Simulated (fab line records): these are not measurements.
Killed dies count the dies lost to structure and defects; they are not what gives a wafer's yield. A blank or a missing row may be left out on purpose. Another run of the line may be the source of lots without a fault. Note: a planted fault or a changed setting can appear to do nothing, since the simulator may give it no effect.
fab line records -- flow n5-finfet
record lots=5, wafers=15, last-day=15
route steps=1938 shown BEOL_M0_SAQP@641 BEOL_M4@1111
lots that met no fault: from a run of the same line without faults
start-h: hours from the record's first day to the start of the lot's first wafer shown -- wait-h: time in hours since the lot's previous step -- " as in the row above -- L1.1+2: several wafers, shown together as one row -- - no value, or no start was given -- * or withheld: withheld -- < > ~ a bound
route shown NAME@n: a module of which the file shows steps, and the number in the route of the first -- usual: mean/standard deviation taken from wafers without a fault -- same: alike in all rows -- chamber/n: place in a boat -- sites: the reading at each site -- _std_site: the values' standard deviation -- _edge_site: the outer-site mean with the inner-site mean subtracted -- radius-mm: how far each site lies from the wafer's centre -- mask NAME#n: copy n -- behind: the most recent tool/chamber to have shaped the wafer -- hold: cause of the lot's hold/its duration in hours/its outcome -- device: whichever transistor did not switch (one of n, p or np) -- end of line: tests of these same wafers at the route's end -- step lacking rows: just its recipe -- killed: count of dies lost to structure and defects at first sort (not the wafer's yield) -- map: shows each die of a wafer: x if killed, . if not, _ if none is there
set.NAME: the setting the step ran with; set.NAME@STEP: the setting that earlier step ran with -- model.NAME: the simulator's own value behind a step, which no gauge read
lots at some steps of the route; a table a step, a row a wafer
services: when a tool's chamber went out of use (start-h, in hours from the record's first day, below 0 if earlier), for how many hours, and the reason
## steps
# step N5_BEOL_M0_SAQP_COAT_81
# recipe resist=SOC, temp-c=250, time-s=60, spin-rpm=1500, resist-thk-nm=100
# step N5_BEOL_M0_SAQP_COAT_82
# recipe resist=SiARC, temp-c=220, time-s=60, spin-rpm=1500, resist-thk-nm=30
# step N5_BEOL_M0_SAQP_COAT_08
# recipe resist=CAR-ArF, spin-rpm=1500, resist-thk-nm=90
# step N5_BEOL_M0_SAQP_EBR_10
# recipe solvent=PGMEA, ebr-width-mm=1.5
# step N5_BEOL_M0_SAQP_SOFTBAKE_09
# recipe temp-c=110, time-s=60, resist=CAR-ArF
# step N5_BEOL_M0_SAQP_EXPOSE_11
# recipe mask-id=M0_CORE, na=1.35, source-shape=dipole, sigma-inner=0.538, sigma-outer=0.738, polarization=te, target-cd-nm=42, dose-mj=55
# step N5_BEOL_M0_SAQP_PEB_12
# recipe peb-temp-c=withheld, peb-time-s=60, resist=CAR-ArF
# step N5_BEOL_M0_SAQP_DEVELOP_13
# recipe develop-time-s=30, developer=TMAH, resist=CAR-ArF, dev-temp-c=23, rinse-liquid=diw, dry=air-spin
# step N5_BEOL_M0_SAQP_DESCUM_19
# recipe chemistry=O2, time-s=7.9, source-power-w=50, bias-power-w=20, pressure-mtorr=20, rf-frequency-hz=2.712e+07, temp-c=40, resist=CAR-ArF, o2-flow-sccm=225
# step N5_BEOL_M0_SAQP_ETCH_83
# recipe chemistry=CF4, target=SiARC, target-depth-a=390, mask-material=CAR-ArF, time-s=65, ion-energy-ev=80, pressure-mtorr=40, source-w=545, bias-w=36, Ar_flow_sccm=100, cf4-flow-sccm=100, ends=cleared
# usual bias-w=36.00/0.12, cf4-flow-sccm=100.0/0.32, drypump-motor-current-A=5.7/0.45, etch-rf-on-time-s=64.9/1.4, oes-product-au=0.67/0.074, rf-vpp-V=183.7/0.97, showerhead-plenum-p-Torr=2.10/0.04, throttle-valve-pct=15.71/0.27
lot.wafer,tool,chamber,start-h,wait-h,bias-w,cf4-flow-sccm,drypump-motor-current-A,etch-rf-on-time-s,oes-product-au,rf-hours-counter-h,rf-vpp-V,showerhead-plenum-p-Torr,throttle-valve-pct,model.CAR-ArF_of_BEOL_M0_SAQP_COAT_08.thk-nm
L801.1,rie-diel-01,3,159.69,0.0,-,-,-,-,-,-,-,-,-,83.6
L801.2,rie-diel-01,0,159.69,0.0,-,-,-,-,-,-,-,-,-,83.6
L801.3,rie-diel-01,2,159.69,0.0,-,-,-,-,-,-,-,-,-,83.6
L802.3,rie-diel-06,1,162.74,0.0,-,-,-,-,-,-,-,-,-,83.6
L802.4,rie-diel-06,0,162.74,0.0,-,-,-,-,-,-,-,-,-,83.4
L802.5,rie-diel-06,2,162.74,0.0,-,-,-,-,-,-,-,-,-,83.4
L803.1,rie-diel-03,0,170.81,0.0,-,-,-,-,-,-,-,-,-,83.8
L803.2,rie-diel-03,2,170.81,0.0,-,-,-,-,-,-,-,-,-,83.2
L803.4,rie-diel-03,2,170.81,0.0,-,-,-,-,-,-,-,-,-,83.4
L808.1,rie-diel-06,3,200.19,0.0,36.15,100.0,5.0,64.9,0.64,177,184.2,2.05,15.75,55.8
L808.2,rie-diel-06,1,200.19,0.0,35.98,100.0,5.3,65.6,0.61,211,184.5,2.06,15.62,55.6
L808.4,rie-diel-06,2,200.19,0.0,36.11,100.2,5.8,61.9,0.64,184,182.7,2.13,15.90,55.6
L809.1,rie-diel-03,0,207.76,0.0,35.85,100.1,6.0,65.9,0.76,35,185.7,2.16,15.48,55.6
L809.2,rie-diel-03,2,207.76,0.0,35.80,99.5,5.6,66.7,0.61,197,183.2,2.13,16.08,55.4
L809.5,rie-diel-03,3,207.76,0.0,36.05,100.3,5.0,65.6,0.60,-,182.6,2.04,15.81,55.8
# step N5_BEOL_M0_SAQP_ETCH_84
# recipe chemistry=N2/H2, target=SOC, target-depth-a=1000, overetch-a=200, mask-material=SiARC, temp-c=40, time-s=150, ion-energy-ev=200, pressure-mtorr=30, source-w=840, bias-w=150, n2-flow-sccm=200, h2-flow-sccm=200
# usual bias-w=150.0/0.51, chamber-pressure-mTorr=30.001/0.027, drypump-motor-current-A=5.7/0.45, h2-flow-sccm=200.1/0.55, oes-product-au=0.70/0.075, rf-vpp-V=522.5/1.8, showerhead-plenum-p-Torr=2.49/0.058, throttle-valve-pct=17.94/0.23
lot.wafer,tool,chamber,start-h,wait-h,bias-w,chamber-pressure-mTorr,drypump-motor-current-A,h2-flow-sccm,oes-product-au,rf-hours-counter-h,rf-vpp-V,showerhead-plenum-p-Torr,throttle-valve-pct
L801.1,rie-diel-01,3,159.74,0.0,149.8,29.940,6.6,199.1,0.28,152,524.5,2.55,17.81
L801.2,rie-diel-01,0,159.74,0.0,150.5,30.043,6.1,199.6,0.34,10,521.1,2.49,17.53
L801.3,rie-diel-01,2,159.74,0.0,150.0,30.035,6.1,199.1,0.36,1,522.1,2.51,17.89
L802.3,rie-diel-06,1,162.79,0.0,150.0,29.974,5.3,200.9,0.27,203,519.3,2.43,17.83
L802.4,rie-diel-06,0,162.79,0.0,149.2,30.003,6.2,199.6,0.33,44,523.1,2.48,17.50
L802.5,rie-diel-06,2,162.79,0.0,149.5,30.017,5.8,198.6,0.27,-,522.5,2.52,17.89
L803.1,rie-diel-03,0,170.86,0.0,149.5,29.977,6.0,200.0,0.35,26,526.0,2.60,17.85
L803.2,rie-diel-03,2,170.86,0.0,149.8,30.016,5.6,200.1,0.27,188,523.5,2.53,18.12
L803.4,rie-diel-03,2,170.86,0.0,148.7,30.015,5.6,200.6,0.28,-,524.8,2.53,18.12
L808.1,rie-diel-06,3,200.24,0.0,150.8,30.004,5.0,199.7,0.67,177,521.3,2.42,17.94
L808.2,rie-diel-06,1,200.24,0.0,149.8,29.980,5.3,200.9,0.64,211,519.9,2.42,17.91
L808.4,rie-diel-06,2,200.24,0.0,149.6,30.018,5.8,199.8,0.65,184,524.3,2.52,17.96
L809.1,rie-diel-03,0,207.81,0.0,150.0,30.023,6.0,199.9,0.79,35,525.7,2.59,17.89
L809.2,rie-diel-03,2,207.81,0.0,149.4,30.054,5.6,200.7,0.65,198,523.8,2.52,18.21
L809.5,rie-diel-03,3,207.81,0.0,149.5,29.980,5.0,199.6,0.64,-,520.4,2.41,17.95
# step N5_BEOL_M0_SAQP_STRIP_80
# recipe chemistry=N2/H2, temp-c=40, n2-flow-sccm=200, h2-flow-sccm=200, rf-frequency-hz=6e+07
# step N5_BEOL_M0_SAQP_HM_OPEN_112
# recipe chemistry=CHF3/O2, target=SiO2, stop-on=a-Si, target-depth-a=120, over-etch-frac=1.25, mask-material=SOC, time-s=13.5, pressure-mtorr=30, source-w=650, bias-w=170, Ar_flow_sccm=200, CHF3_flow_sccm=50, O2_flow_sccm=5, ion-energy-ev=200, ends=end-point
# usual drypump-motor-current-A=5.7/0.45, oes-product-au=0.51/0.055, rf-vpp-V=521/9.7, showerhead-plenum-p-Torr=2.36/0.046, throttle-valve-pct=18.94/0.24
lot.wafer,tool,chamber,start-h,wait-h,drypump-motor-current-A,oes-product-au,rf-hours-counter-h,rf-vpp-V,showerhead-plenum-p-Torr,throttle-valve-pct
L801.1,rie-diel-01,3,159.85,0.0,6.7,0.28,152,514,2.41,18.78
L801.2,rie-diel-01,0,159.85,0.0,6.1,0.35,10,507,2.36,18.61
L801.3,rie-diel-01,2,159.85,0.0,6.0,0.37,1,526,2.37,18.73
L802.3,rie-diel-06,1,162.90,0.0,5.3,0.27,203,519,2.32,18.74
L802.4,rie-diel-06,0,162.90,0.0,6.2,0.33,44,509,2.36,18.55
L802.5,rie-diel-06,2,162.90,0.0,5.8,0.27,-,513,2.40,19.00
L803.1,rie-diel-03,0,170.97,0.0,6.0,0.34,26,532,2.43,18.67
L803.2,rie-diel-03,2,170.97,0.0,5.6,0.27,188,507,2.41,19.28
L803.4,rie-diel-03,2,170.97,0.0,5.6,0.27,-,509,2.41,19.26
L808.1,rie-diel-06,3,200.35,0.0,5.0,0.48,177,529,2.30,18.94
L808.2,rie-diel-06,1,200.35,0.0,5.3,0.47,211,521,2.31,18.82
L808.4,rie-diel-06,2,200.35,0.0,5.8,0.47,184,513,2.39,19.06
L809.1,rie-diel-03,0,207.91,0.0,6.0,0.58,35,532,2.43,18.73
L809.2,rie-diel-03,2,207.91,0.0,5.6,0.47,198,509,2.41,19.33
L809.5,rie-diel-03,3,207.91,0.0,5.0,0.47,-,530,2.29,18.97
# step N5_BEOL_M0_SAQP_STRIP_113
# recipe chemistry=CHF3/O2, resist=SiARC, rf-frequency-hz=6e+07
# step N5_BEOL_M0_SAQP_MANDREL_ETCH_20
# recipe target-depth-a=600, chemistry=HBr/Cl2, target=a-Si, stop-on=SiNx, bt-time-s=10, mask-material=SOC, over-etch-frac=0.5, time-s=30, pressure-mtorr=10, icp-w=800, bias-w=75, HBr_flow_sccm=150, Cl2_flow_sccm=80, ends=end-point
# usual HBr_flow_sccm=150.0/0.42, bias-w=75.01/0.23, drypump-motor-current-A=5.6/0.57, oes-product-au=0.781/0.012, throttle-valve-pct=35.4/0.46
lot.wafer,tool,chamber,start-h,wait-h,HBr_flow_sccm,bias-w,drypump-motor-current-A,oes-product-au,rf-hours-counter-h,throttle-valve-pct
L801.1,rie-si-05,2,159.93,0.0,150.5,74.90,5.7,0.328,86,36.6
L801.2,rie-si-05,3,159.93,0.0,150.6,75.13,5.8,0.342,1,35.5
L801.3,rie-si-05,0,159.93,0.0,149.4,74.86,4.9,0.330,39,36.7
L802.3,rie-si-05,1,162.98,0.0,149.6,75.28,5.3,0.333,191,36.4
L802.4,rie-si-05,0,162.98,0.0,149.9,75.10,4.9,0.329,39,36.7
L802.5,rie-si-05,2,162.98,0.0,150.3,74.72,5.8,0.327,-,36.5
L803.1,rie-si-02,3,171.05,0.0,149.7,74.75,4.7,0.324,152,35.9
L803.2,rie-si-02,0,171.05,0.0,150.3,74.83,6.6,0.327,90,36.0
L803.4,rie-si-02,1,171.05,0.0,149.5,75.06,5.7,0.333,148,36.3
L808.1,rie-si-02,0,200.44,0.0,149.6,74.98,6.6,0.774,91,35.1
L808.2,rie-si-02,2,200.44,0.0,150.4,75.19,6.0,0.793,93,36.2
L808.4,rie-si-02,3,200.44,0.0,150.5,74.77,4.7,0.789,152,35.1
L809.1,rie-si-02,0,208.00,0.0,150.1,74.75,6.6,0.774,91,35.1
L809.2,rie-si-02,3,208.00,0.0,150.8,75.10,4.7,0.763,152,35.1
L809.5,rie-si-02,3,208.00,0.0,149.3,75.27,4.7,0.778,-,35.1
# step N5_BEOL_M0_SAQP_STRIP_86
# recipe chemistry=N2/H2, power-w=500, temp-c=40, pressure-mtorr=50, rf-frequency-hz=6e+07, overash-fraction=0.3, bias-power-w=28, h2-frac=0.5, n2-flow-sccm=300, h2-flow-sccm=300
# step N5_BEOL_M0_SAQP_STRIP_115
# recipe chemistry=post-etch-residue-remover, time-s=60, temp-c=25, remover-ph=withheld, remover-water-wt-pct=withheld, remover-fluoride-wt-pct=withheld
# step N5_BEOL_M0_SAQP_SRD_93
# recipe dry=ipa-marangoni, time-s=30, temp-c=23, rinse-liquid=diw
# step N5_BEOL_M0_SAQP_RECESS_114
# recipe chemistry=HF/NH3, target=SiO2, target-depth-a=144, afs-cycles=3, temp-c=30, sublimation-temp-c=180, sublimation-time-s=60
# step N5_BEOL_M0_SAQP_SPACER1_ALD_98
# recipe material=SiO2, target-thk-a=128, temp-c=300, ald-precursor-family=BDEAS, ald-co-reactant=O2-plasma, pulse-time-s=1, purge-time-s=2, co-reactant-purge-time-s=2, ald-cycles=138, pressure-torr=2
# step N5_BEOL_M0_SAQP_SPACER1_ETCHBACK_99
# recipe chemistry=CHF3/O2, mode=anisotropic-etchback, target=SiO2, target-depth-a=154, time-s=7.7, pressure-mtorr=30, source-w=650, bias-w=170, Ar_flow_sccm=200, CHF3_flow_sccm=50, O2_flow_sccm=5, ion-energy-ev=200
# usual drypump-motor-current-A=5.8/0.5, oes-product-au=0.80/0.088, rf-vpp-V=519/8.6, showerhead-plenum-p-Torr=2.36/0.04, throttle-valve-pct=18.91/0.18
lot.wafer,tool,chamber,start-h,wait-h,drypump-motor-current-A,oes-product-au,rf-hours-counter-h,rf-vpp-V,showerhead-plenum-p-Torr,throttle-valve-pct
L801.1,rie-diel-06,0,161.15,0.3,6.2,0.33,43,509,2.36,18.56
L801.2,rie-diel-06,1,161.15,0.3,5.3,0.27,202,523,2.32,18.75
L801.3,rie-diel-06,3,161.15,0.3,5.0,0.28,167,529,2.30,18.87
L802.3,rie-diel-06,0,164.13,0.3,6.2,0.33,44,510,2.36,18.56
L802.4,rie-diel-06,1,164.13,0.3,5.3,0.27,203,520,2.32,18.76
L802.5,rie-diel-06,0,164.13,0.3,6.2,0.33,-,509,2.36,18.55
L803.1,rie-diel-01,2,172.20,0.3,6.0,0.36,6,526,2.37,18.76
L803.2,rie-diel-01,1,172.20,0.3,5.9,0.32,63,513,2.35,18.60
L803.4,rie-diel-01,0,172.20,0.3,6.1,0.34,-,507,2.36,18.62
L808.1,rie-diel-03,0,201.63,0.3,6.0,0.90,34,532,2.43,18.80
L808.2,rie-diel-03,3,201.63,0.3,5.0,0.71,215,531,2.29,19.02
L808.4,rie-diel-03,2,201.63,0.3,5.6,0.72,196,507,2.41,19.40
L809.1,rie-diel-06,2,209.28,0.3,5.8,0.74,186,514,2.39,19.13
L809.2,rie-diel-06,1,209.28,0.3,5.3,0.70,214,522,2.31,18.90
L809.5,rie-diel-06,1,209.28,0.3,5.3,0.71,-,521,2.31,18.88
# step N5_BEOL_M0_SAQP_MANDREL1_REMOVE_100
# recipe chemistry=HBr/Cl2/O2, bt-time-s=10, target=a-Si, stop-on=SiNx, endpoint=OES-SiCl, over-etch-frac=0.85, icp-w=600, bias-w=30, HBr_flow_sccm=150, Cl2_flow_sccm=80, O2_flow_sccm=5, pressure-mtorr=10
# usual drypump-motor-current-A=5.6/0.5, oes-product-au=1.008/0.015, throttle-valve-pct=36.8/0.47
lot.wafer,tool,chamber,start-h,wait-h,drypump-motor-current-A,oes-product-au,rf-hours-counter-h,throttle-valve-pct
L801.1,rie-si-02,2,161.24,0.1,6.0,0.384,93,37.4
L801.2,rie-si-02,1,161.24,0.1,5.6,0.375,148,36.6
L801.3,rie-si-02,0,161.24,0.1,6.6,0.379,90,36.4
L802.3,rie-si-02,2,164.22,0.1,6.0,0.387,93,37.5
L802.4,rie-si-02,1,164.22,0.1,5.7,0.381,148,36.6
L802.5,rie-si-02,1,164.22,0.1,5.6,0.381,-,36.6
L803.1,rie-si-01,2,172.28,0.1,5.1,0.376,0,36.4
L803.2,rie-si-01,3,172.28,0.1,5.9,0.376,48,36.8
L803.4,rie-si-01,1,172.28,0.1,5.6,0.380,151,36.7
L808.1,rie-si-02,2,201.72,0.1,6.0,1.034,93,37.5
L808.2,rie-si-02,0,201.72,0.1,6.6,1.009,91,36.3
L808.4,rie-si-02,3,201.72,0.1,4.7,0.996,152,36.3
L809.1,rie-si-05,3,209.37,0.1,5.9,1.023,2,35.8
L809.2,rie-si-05,2,209.37,0.1,5.7,0.990,87,36.9
L809.5,rie-si-05,0,209.37,0.1,4.9,1.034,-,37.1
# step N5_BEOL_M0_SAQP_CD_MEAS_25
# recipe target-cd-nm=13.1, landing-energy-ev=1000, detector=se-inlens
# usual cd-nm=12.82/0.22
lot.wafer,tool,chamber,start-h,wait-h,cd-nm
L801.1,cd-sem-01,0,161.34,0.1,-
L801.2,cd-sem-01,0,161.34,0.1,-
L801.3,cd-sem-01,0,161.34,0.1,-
L802.3,cd-sem-01,0,164.33,0.1,-
L802.4,cd-sem-01,0,164.33,0.1,-
L802.5,cd-sem-01,0,164.33,0.1,-
L803.1,cd-sem-01,0,172.39,0.1,-
L803.2,cd-sem-01,0,172.39,0.1,-
L803.4,cd-sem-01,0,172.39,0.1,-
L808.1,cd-sem-01,0,201.83,0.1,13.07
L808.2,cd-sem-01,0,201.83,0.1,12.81
L808.4,cd-sem-01,0,201.83,0.1,12.85
L809.1,cd-sem-02,0,209.48,0.1,12.57
L809.2,cd-sem-02,0,209.48,0.1,12.68
L809.5,cd-sem-02,0,209.48,0.1,12.86
# step N5_BEOL_M0_SAQP_ETCH_101
# recipe chemistry=CH3F/O2, target=SiNx, mask-material=SiO2, target-depth-a=299, time-s=42.7, pressure-mtorr=30, source-w=395, bias-w=73, Ar_flow_sccm=150, CH3F_flow_sccm=30, O2_flow_sccm=20, ion-energy-ev=120
# step N5_BEOL_M4_RC_MEAS_101
# usual DIBL_N=35.8/1.8, DIBL_P=35.9/2.2, IOFF_N=0.16/0.035, IOFF_P=0.21/0.04, ION_N=672/11, ION_P=461/7.4, SS_N=71.4/0.64, SS_P=73.2/0.67, VT_N=250/3.5, VT_P=-251/3.4
lot.wafer,tool,chamber,start-h,wait-h,DIBL_N[mV/V],DIBL_P[mV/V],IOFF_N[nA/um],IOFF_P[nA/um],ION_N[uA/um],ION_P[uA/um],SS_N[mV/dec],SS_P[mV/dec],VT_N[mV],VT_P[mV]
L809.1,prober-02,0,265.49,0.0,36.0,37.0,0.15,0.20,672,468,71.1,73.3,251,-253
L809.2,prober-02,0,265.49,0.0,35.8,36.7,0.14,0.20,675,468,70.6,74.0,250,-252
L809.5,prober-02,0,265.49,0.0,35.9,37.0,0.14,0.20,674,468,71.6,72.6,252,-250
L808.1,prober-02,0,277.06,0.0,36.2,35.9,0.17,0.25,686,473,71.5,72.7,247,-246
L808.2,prober-02,0,277.06,0.0,38.5,39.0,0.22,0.31,691,479,71.3,74.1,244,-243
L808.4,prober-02,0,277.06,0.0,36.6,37.0,0.18,0.28,687,475,71.2,73.1,246,-245
## services
tool,chamber,start-h,hours,kind
rie-si-01,2,136.53,-,clean
rie-si-01,2,136.53,20.7,scheduled-down
rie-si-01,2,136.53,20.7,vent-cycle
rie-si-05,2,136.95,15.4,repair
rie-diel-01,2,143.72,-,clean
rie-diel-01,2,143.72,-,consumable-replace:focus-ring
rie-diel-01,2,143.72,12.9,scheduled-down
rie-diel-01,2,143.72,12.9,vent-cycle
rie-diel-01,3,161.64,11.6,repair
rie-diel-03,3,167.69,6.6,repair
rie-si-02,-,168.02,2.8,pm
rie-si-05,1,170.99,-,clean
rie-si-05,1,170.99,25.5,scheduled-down
rie-si-05,1,170.99,25.5,vent-cycle
rie-si-05,-,181.69,0.4,repair
rie-diel-06,-,193.26,2.8,pm
## key
first-sign step=N5_BEOL_M0_SAQP_ETCH_83, reading=tool-record, direction=missing
effect step=N5_BEOL_M0_SAQP_ETCH_84, reading=oes-product-au, direction=down, sigmas=5.3, usual=0.70, struck=0.30
effect step=N5_BEOL_M0_SAQP_HM_OPEN_112, reading=oes-product-au, direction=down, sigmas=3.7, usual=0.51, struck=0.31
effect step=N5_BEOL_M0_SAQP_MANDREL_ETCH_20, reading=oes-product-au, direction=down, sigmas=37, usual=0.781, struck=0.330
effect step=N5_BEOL_M0_SAQP_SPACER1_ETCHBACK_99, reading=oes-product-au, direction=down, sigmas=5.5, usual=0.80, struck=0.32
effect step=N5_BEOL_M0_SAQP_MANDREL1_REMOVE_100, reading=oes-product-au, direction=down, sigmas=41, usual=1.008, struck=0.380
effect step=N5_BEOL_M0_SAQP_CD_MEAS_25, reading=cd-nm, direction=missing
model-effect step=N5_BEOL_M0_SAQP_ETCH_83, value=CAR-ArF_of_BEOL_M0_SAQP_COAT_08.thk-nm, without=55.62, struck=83.51
met-at N5_BEOL_M0_SAQP_ETCH_83
struck-wafers L801.1,L801.2,L801.3,L802.3,L802.4,L802.5,L803.1,L803.2,L803.4
later-rows-left-out L801.1,L801.2,L801.3,L802.3,L802.4,L802.5,L803.1,L803.2,L803.4
sort-left-out L801.1,L801.2,L801.3,L802.3,L802.4,L802.5,L803.1,L803.2,L803.4
fault kind=skipped-step-whole, tool=rie-diel-01,rie-diel-03,rie-diel-06, chamber=-, onset-h=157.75, steps=N5_BEOL_M0_SAQP_ETCH_83, scope=struck-lots-only
# sort-left-out: the simulated sort isn't trusted on such a fault, so these wafers' sort isn't shown, and their yield isn't known
# later-rows-left-out: the simulator's readings of these wafers behind a module that went badly wrong aren't trusted and aren't shown, but for the sort
